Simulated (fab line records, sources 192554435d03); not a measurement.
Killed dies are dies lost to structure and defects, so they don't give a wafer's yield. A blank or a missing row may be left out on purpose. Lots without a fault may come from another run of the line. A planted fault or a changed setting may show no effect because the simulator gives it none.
fab line records | flow n5_finfet
record lots=5 wafers=15 last_day=17
route steps=1938 shown BEOL_M2@847 BEOL_M4@1111 PASSIVATION@1936
lots that met no fault: from a run of the same line without faults
start_h: hours from the record's first day to the start of the lot's first wafer shown | wait_h: hours since the lot's step before | " the same as in the row above | L1.1+2: a row that stands for several wafers | - no value, or no start given | * or withheld: withheld | < > ~ a bound
route shown NAME@n: a module of which the file shows steps, and the number in the route of the first | usual: mean/standard deviation of fault-free wafers | same: alike in all rows | chamber/n: place in a boat | sites: the reading at each site | _std_site: their standard deviation | _edge_site: outer sites' mean less inner sites' | radius_mm: how far each site lies from the wafer's centre | mask NAME#n: copy n | behind: the tool/chamber that last shaped the wafer | hold: why the lot was held/for how many hours/how that ended | device: the transistor (n, p or np) that didn't switch | end of line: the same wafers' tests at the end of the route | a step without rows: its recipe alone | killed: dies lost to structure and defects at the first sort, not the wafer's yield | map: a wafer's dies, x killed, . not, _ none there
set.NAME: the setting as run; set.NAME@STEP: as run at that earlier step | model.NAME: the simulator's own value behind a step, which no gauge read
lots at some steps of the route; a table a step, a row a wafer
services: from which hour (start_h, from the record's first day; less than 0 if before it) a tool's chamber was out of use, for how many hours, and why
## steps
# step N5_BEOL_M2_COAT_73
# recipe resist=underlayer temp_c=205 time_s=60 spin_rpm=1500 resist_thk_nm=5
# step N5_BEOL_M2_COAT_05
# recipe resist=CAR-EUV spin_rpm=1500 resist_thk_nm=30
# step N5_BEOL_M2_EBR_07
# recipe solvent=PGMEA ebr_width_mm=1.5
# step N5_BEOL_M2_SOFTBAKE_06
# recipe temp_c=110 time_s=60 resist=CAR-EUV
# step N5_BEOL_M2_EXPOSE_08
# recipe mask_id=M2 na=0.33 source_shape=dipole sigma_inner=0.369 sigma_outer=0.767 polarization=unpolarized dose_mj=41.25
# step N5_BEOL_M2_PEB_09
# recipe peb_temp_c=100 peb_time_s=60 resist=CAR-EUV
# step N5_BEOL_M2_DEVELOP_10
# recipe develop_time_s=30 developer=TMAH resist=CAR-EUV rinse_liquid=surfactant_rinse dry=air_spin dev_temp_c=23
# step N5_BEOL_M2_CD_MEAS_11
# recipe target_cd_nm=16.79 landing_energy_ev=500 detector=se_inlens polarity=opening
# usual cd_nm=16.75/0.25
# columns lot.wafer tool chamber start_h wait_h cd_nm
L959.2 cd_sem-02 0 156.07 - 17.01
L959.4 " 0 " " 16.64
L959.6 " 0 " " 16.45
L967.1 cd_sem-02 0 209.87 - 16.87
L967.2 " 0 " " 16.79
L967.4 " 0 " " 16.55
L973.1 cd_sem-03 0 234.51 - 16.69
L973.3 " 0 " " 16.86
L973.5 " 0 " " 16.69
L972.2 cd_sem-01 0 238.70 - 16.46
L972.3 " 0 " " 17.08
L972.4 " 0 " " 16.52
L976.1 cd_sem-02 0 258.05 - 16.86
L976.2 " 0 " " 16.78
L976.3 " 0 " " 17.05
# step N5_BEOL_M2_OVL_MEAS_12
# recipe points_per_wafer=522
# usual M2_OVL=-0.3/0.61
# columns lot.wafer tool chamber start_h wait_h M2_OVL[nm]
L959.2 overlay-02 0 156.11 0.0 -0.1
L959.4 " 0 " " -1.1
L959.6 " 0 " " -0.1
L967.1 overlay-02 0 209.90 0.0 -0.3
L967.2 " 0 " " -1.1
L967.4 " 0 " " -2.0
L973.1 overlay-02 0 234.54 0.0 -0.9
L973.3 " 0 " " -0.5
L973.5 " 0 " " -0.3
L972.2 overlay-02 0 238.73 0.0 -0.3
L972.3 " 0 " " 0.0
L972.4 " 0 " " -0.8
L976.1 overlay-02 0 258.08 0.0 1.4
L976.2 " 0 " " -0.1
L976.3 " 0 " " -0.6
# step N5_BEOL_M2_INSPECT_13
# recipe mode=adi inspect_instrument=brightfield
# usual raw_defect_count=413/100
# columns lot.wafer tool chamber start_h wait_h raw_defect_count
L959.2 defect_inspect-01 - 156.16 0.0 265
L959.4 " - " " 296
L959.6 " - " " 260
L967.1 defect_inspect-02 - 209.96 0.1 509
L967.2 " - " " 402
L967.4 " - " " 515
L973.1 defect_inspect-02 - 234.61 0.1 391
L973.3 " - " " 527
L973.5 " - " " 374
L972.2 defect_inspect-02 - 238.79 0.0 443
L972.3 " - " " 426
L972.4 " - " " 343
L976.1 defect_inspect-02 - 258.14 0.1 360
L976.2 " - " " 604
L976.3 " - " " 597
# step N5_BEOL_M2_DESCUM_16
# recipe chemistry=O2 time_s=7 source_power_w=50 bias_power_w=20 pressure_mtorr=20 rf_frequency_hz=2.712e+07 temp_c=40 resist=CAR-EUV o2_flow_sccm=225
# usual drypump_motor_current_A=5.7/0.31 oes_product_au=0.82/0.088 rf_vpp_V=243.1/1.4 showerhead_plenum_p_Torr=2.09/0.076 temp_c=40.00/0.12 throttle_valve_pct=20.44/0.19
# columns lot.wafer tool chamber start_h wait_h drypump_motor_current_A oes_product_au rf_hours_counter_h rf_vpp_V showerhead_plenum_p_Torr temp_c throttle_valve_pct
L959.2 rie_diel-01 0 157.19 1.0 6.2 0.79 113 243.0 2.09 40.04 20.39
L959.4 " 0 " " 6.2 0.79 - 242.9 2.09 40.33 20.36
L959.6 " 1 " " 5.9 0.80 - 244.3 2.22 40.27 20.43
L967.1 rie_diel-05 1 210.00 0.0 5.8 0.88 53 242.4 2.15 40.05 20.27
L967.2 " 2 " " 5.9 0.93 27 241.9 2.04 40.05 20.64
L967.4 " 3 " " 5.3 0.93 16 242.4 2.03 40.03 20.54
L973.1 rie_diel-03 0 234.64 0.0 5.5 0.69 215 244.8 2.15 39.98 20.85
L973.3 " 2 " " 5.7 0.73 187 240.0 1.99 39.95 20.40
L973.5 " 1 " " 5.4 0.70 - 241.2 1.97 40.05 20.61
L972.2 rie_diel-05 3 238.82 0.0 5.3 0.91 27 241.2 2.03 40.05 20.55
L972.3 " 0 " " 5.8 0.74 202 242.0 2.05 40.03 20.25
L972.4 " 2 " " 5.9 0.89 36 241.8 2.03 39.89 20.66
L976.1 rie_diel-01 1 258.18 0.0 5.9 0.76 137 244.5 2.21 40.15 20.47
L976.2 " 0 " " 6.2 0.75 154 244.1 2.07 40.07 20.44
L976.3 " 3 " " 5.1 0.89 28 246.0 2.22 39.89 20.17
# step N5_BEOL_M2_ETCH_74
# recipe chemistry=N2/H2 target=underlayer target_depth_a=65 mask_material=CAR-EUV time_s=5.2 ion_energy_ev=200 pressure_mtorr=30 source_w=840 bias_w=150 n2_flow_sccm=200 h2_flow_sccm=200 ends=cleared
# usual bias_w=149.9/0.38 drypump_motor_current_A=5.7/0.31 etch_rf_on_time_s=5.04/0.16 oes_product_au=0.70/0.078 rf_vpp_V=524.1/2.5 showerhead_plenum_p_Torr=2.54/0.082 throttle_valve_pct=17.88/0.28
# columns lot.wafer tool chamber start_h wait_h bias_w drypump_motor_current_A etch_rf_on_time_s oes_product_au rf_hours_counter_h rf_vpp_V showerhead_plenum_p_Torr throttle_valve_pct
L959.2 rie_diel-01 0 157.22 0.0 149.8 6.2 4.99 0.69 113 525.2 2.54 17.82
L959.4 " 0 " " 149.6 6.2 4.97 0.69 - 526.0 2.54 17.82
L959.6 " 1 " " 150.1 5.9 5.35 0.67 - 527.1 2.66 17.61
L967.1 rie_diel-05 1 210.03 0.0 150.0 5.9 5.17 0.74 53 524.2 2.57 17.39
L967.2 " 2 " " 149.8 5.9 4.84 0.81 27 521.8 2.51 18.33
L967.4 " 3 " " 149.7 5.3 4.85 0.80 16 521.8 2.48 17.99
L973.1 rie_diel-03 0 234.68 0.0 149.5 5.5 5.04 0.60 215 525.8 2.61 18.29
L973.3 " 2 " " 149.5 5.8 5.17 0.62 187 520.6 2.43 17.98
L973.5 " 1 " " 150.3 5.4 5.00 0.60 - 517.8 2.37 17.92
L972.2 rie_diel-05 3 238.86 0.0 149.3 5.3 4.94 0.79 27 522.8 2.48 18.04
L972.3 " 0 " " 150.0 5.8 5.16 0.63 202 524.5 2.51 17.87
L972.4 " 2 " " 150.1 5.8 4.95 0.78 36 521.3 2.51 18.35
L976.1 rie_diel-01 1 258.21 0.0 149.4 5.9 5.41 0.63 137 527.4 2.65 17.73
L976.2 " 0 " " 150.7 6.2 4.95 0.66 154 523.5 2.52 17.88
L976.3 " 3 " " 150.4 5.1 5.20 0.77 28 526.0 2.70 17.63
# step N5_BEOL_M2_ETCH_63
# recipe chemistry=CF4 target=SiARC target_depth_a=156 mask_material=CAR-EUV time_s=26 ion_energy_ev=80 pressure_mtorr=40 source_w=545 bias_w=36 Ar_flow_sccm=100 cf4_flow_sccm=100 ends=cleared
# usual bias_w=36.00/0.11 drypump_motor_current_A=5.7/0.31 etch_rf_on_time_s=25.1/0.72 mfc_ar_sccm=100.01/0.3 oes_product_au=0.71/0.079 rf_vpp_V=184.1/1.1 showerhead_plenum_p_Torr=2.14/0.065 throttle_valve_pct=15.67/0.21
# columns lot.wafer tool chamber start_h wait_h bias_w drypump_motor_current_A etch_rf_on_time_s mfc_ar_sccm oes_product_au rf_hours_counter_h rf_vpp_V showerhead_plenum_p_Torr throttle_valve_pct
L959.2 rie_diel-01 0 157.24 0.0 36.04 6.2 24.8 99.38 0.71 113 183.6 2.17 15.78
L959.4 " 0 " " 36.07 6.2 24.9 100.09 0.71 - 183.8 2.17 15.79
L959.6 " 1 " " 35.75 6.0 26.6 99.97 0.68 - 185.4 2.23 15.36
L967.1 rie_diel-05 1 210.05 0.0 35.96 5.8 25.7 100.37 0.75 53 183.5 2.20 15.42
L967.2 " 2 " " 36.02 5.9 24.2 100.15 0.80 27 182.3 2.11 15.86
L967.4 " 3 " " 35.98 5.3 24.2 99.81 0.81 16 184.0 2.10 15.76
L973.1 rie_diel-03 0 234.69 0.0 36.19 5.5 24.9 99.97 0.61 215 184.2 2.19 16.06
L973.3 " 2 " " 35.96 5.7 25.7 99.67 0.63 187 182.5 2.06 15.67
L973.5 " 1 " " 36.14 5.4 25.2 100.30 0.60 - 181.6 2.04 15.94
L972.2 rie_diel-05 3 238.87 0.0 36.06 5.3 24.3 99.86 0.79 27 184.1 2.09 15.79
L972.3 " 0 " " 35.92 5.8 18.7 100.69 0.76 202 183.7 2.10 15.59
L972.4 " 2 " " 35.91 5.8 24.2 100.14 0.80 36 183.2 2.11 15.88
L976.1 rie_diel-01 1 258.23 0.0 36.05 5.9 27.3 99.92 0.64 137 185.6 2.21 15.45
L976.2 " 0 " " 35.88 6.2 25.2 100.14 0.67 154 183.9 2.16 15.87
L976.3 " 3 " " 36.09 5.1 25.6 99.85 0.78 28 186.1 2.26 15.32
# step N5_BEOL_M2_ETCH_64
# recipe chemistry=N2/H2 target=SOC target_depth_a=750 overetch_a=225 mask_material=SiARC temp_c=40 time_s=121.9 ion_energy_ev=200 pressure_mtorr=30 source_w=840 bias_w=150 n2_flow_sccm=200 h2_flow_sccm=200
# usual bias_w=150.0/0.46 drypump_motor_current_A=5.7/0.31 oes_product_au=0.62/0.064 rf_vpp_V=523.9/2.4 showerhead_plenum_p_Torr=2.54/0.082 temp_c=40.02/0.12 throttle_valve_pct=17.83/0.28
# columns lot.wafer tool chamber start_h wait_h bias_w drypump_motor_current_A oes_product_au rf_hours_counter_h rf_vpp_V showerhead_plenum_p_Torr temp_c throttle_valve_pct
L959.2 rie_diel-01 0 157.27 0.0 150.3 6.2 0.61 113 524.3 2.54 39.91 17.77
L959.4 " 0 " " 151.1 6.2 0.61 - 525.0 2.54 40.00 17.74
L959.6 " 1 " " 149.9 5.9 0.61 - 527.4 2.66 39.95 17.59
L967.1 rie_diel-05 1 210.08 0.0 149.5 5.8 0.65 53 525.9 2.57 40.07 17.34
L967.2 " 2 " " 150.2 5.9 0.69 27 521.6 2.51 40.12 18.30
L967.4 " 3 " " 150.1 5.3 0.69 16 522.7 2.48 39.94 17.95
L973.1 rie_diel-03 0 234.72 0.0 150.0 5.6 0.52 215 526.8 2.61 40.08 18.21
L973.3 " 2 " " 150.0 5.7 0.55 187 521.4 2.43 40.03 17.93
L973.5 " 1 " " 150.0 5.4 0.53 - 519.7 2.37 39.97 17.88
L972.2 rie_diel-05 3 238.90 0.0 150.4 5.3 0.67 27 524.0 2.48 40.12 17.99
L972.3 " 0 " " 150.4 5.8 0.55 202 524.3 2.51 40.12 17.82
L972.4 " 2 " " 150.5 5.9 0.68 36 522.4 2.51 40.07 18.31
L976.1 rie_diel-01 1 258.26 0.0 150.2 5.9 0.58 137 527.1 2.65 40.24 17.62
L976.2 " 0 " " 151.0 6.2 0.59 154 522.5 2.52 40.10 17.84
L976.3 " 3 " " 149.9 5.1 0.68 28 528.7 2.70 39.73 17.56
# step N5_BEOL_M4_RC_MEAS_101
# usual DIBL_N=35.4/2.1 DIBL_P=34.8/2.6 IOFF_N=0.15/0.037 IOFF_P=0.19/0.037 ION_N=677/16 ION_P=462/9.3 SS_N=71.4/0.75 SS_P=72.9/0.77 VT_N=250/3.7 VT_P=-251/3.5
# columns lot.wafer tool chamber start_h wait_h DIBL_N[mV/V] DIBL_P[mV/V] IOFF_N[nA/um] IOFF_P[nA/um] ION_N[uA/um] ION_P[uA/um] SS_N[mV/dec] SS_P[mV/dec] VT_N[mV] VT_P[mV]
L959.2 prober-02 0 198.60 0.3 38.4 39.8 0.20 0.25 699 473 72.0 73.6 247 -249
L959.4 " 0 " " 33.5 34.8 0.13 0.17 679 465 70.9 72.8 254 -252
L959.6 " 0 " " 31.5 30.8 0.09 0.12 658 453 69.6 71.7 254 -258
L967.1 prober-02 0 251.21 0.0 35.4 34.5 0.16 0.18 686 469 71.9 72.8 250 -249
L967.2 " 0 " " 36.9 36.9 0.18 0.22 691 473 71.5 73.6 247 -248
L967.4 " 0 " " 37.4 35.8 0.16 0.19 667 453 72.0 72.2 250 -251
L973.1 prober-01 0 269.81 0.0 33.0 32.2 0.12 0.15 667 451 71.0 72.1 253 -254
L973.3 " 0 " " 36.1 35.6 0.17 0.19 693 462 71.9 72.9 252 -252
L973.5 " 0 " " 34.8 35.3 0.15 0.19 678 465 70.8 73.2 252 -252
L972.2 prober-01 0 278.99 0.2 38.0 38.3 0.19 0.24 682 472 72.1 73.5 248 -247
L972.3 " 0 " " 34.9 35.8 0.13 0.20 669 461 71.0 73.3 251 -250
L972.4 " 0 " " 38.2 35.7 0.21 0.19 662 452 73.7 72.4 251 -252
L976.1 prober-01 0 302.88 0.0 36.3 34.1 0.13 0.14 659 445 71.5 73.1 256 -257
L976.2 " 0 " " 38.0 37.4 0.18 0.20 696 467 71.8 74.3 247 -252
L976.3 " 0 " " 38.2 38.1 0.19 0.21 704 475 71.7 75.0 247 -253
# step N5_PASSIVATION_PROBE_49
# usual defect_limited_yield=90.5/1.7 killed_at_M0_to_M3=37/12 killed_at_M4_up=14/5.2 killed_at_contacts=12/5.9 killed_at_front_end=45/14 killed_at_other=3.5/2.8 killed_dies=112/21 killed_open=73/15 killed_short=36/8.9 sort_bin_5_function=5.6/1.2 sort_bin_6_memory=3.5/0.68 sort_n_pass=1068/21 sort_yield_pct=90.5/1.8
# same gross_dies=1180 killed_at_back_side=0 sort_bin_4_leakage[%]=0 sort_bin_8_speed[%]=0
# columns lot.wafer tool chamber start_h wait_h defect_limited_yield[%] killed_at_M0_to_M3 killed_at_M4_up killed_at_contacts killed_at_front_end killed_at_other killed_dies killed_open killed_short sort_bin_5_function[%] sort_bin_6_memory[%] sort_n_pass sort_yield_pct[%]
L967.4 prober-02 - 361.23 0.2 88.1 39 30 15 54 3 141 96 43 6.9 4.5 1039 88.1
# killed by level:class
L967.4 BEOL_M4:geometric_particle:open=19 MOL_CONTACT_COAG:geometric_particle:open=13 FIN_SAQP:geometric_particle:open=10 STI_FIN_REVEAL:geometric_particle:open=10 GATE_CUT:geometric_particle:short=10 BEOL_M2:geometric_particle:open=9 BEOL_M0_SAQP:geometric_particle:short=8 FIN_SAQP:geometric_particle:short=6
## services
# columns tool chamber start_h hours kind
rie_diel-01 2 134.57 - clean
rie_diel-01 2 134.57 - consumable_replace:esc
rie_diel-01 2 134.57 - consumable_replace:focus_ring
rie_diel-01 2 134.57 18.7 scheduled_down
rie_diel-01 2 134.57 18.7 vent_cycle
rie_diel-01 - 141.22 1.0 repair
rie_diel-05 - 143.37 14.6 pm
rie_diel-03 3 149.91 2.5 repair
rie_diel-01 3 153.44 - clean
rie_diel-01 3 153.44 - consumable_replace:focus_ring
rie_diel-01 3 153.44 - consumable_replace:showerhead
rie_diel-01 3 153.44 27.5 scheduled_down
rie_diel-01 3 153.44 27.5 vent_cycle
rie_diel-05 - 180.40 15.6 pm
rie_diel-03 - 253.52 0.4 repair
## key
first_sign step=N5_BEOL_M2_ETCH_63 reading=etch_rf_on_time_s direction=down sigmas=8.9 usual=* struck=*
effect none on later readings
met_at N5_BEOL_M2_ETCH_63
struck_wafers L972.3
fault kind=process_parameter_drift tool=rie_diel-05 chamber=0 onset_h=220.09 steps=N5_BEOL_M2_ETCH_63 channel=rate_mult offset=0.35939 shape=step end_h=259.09
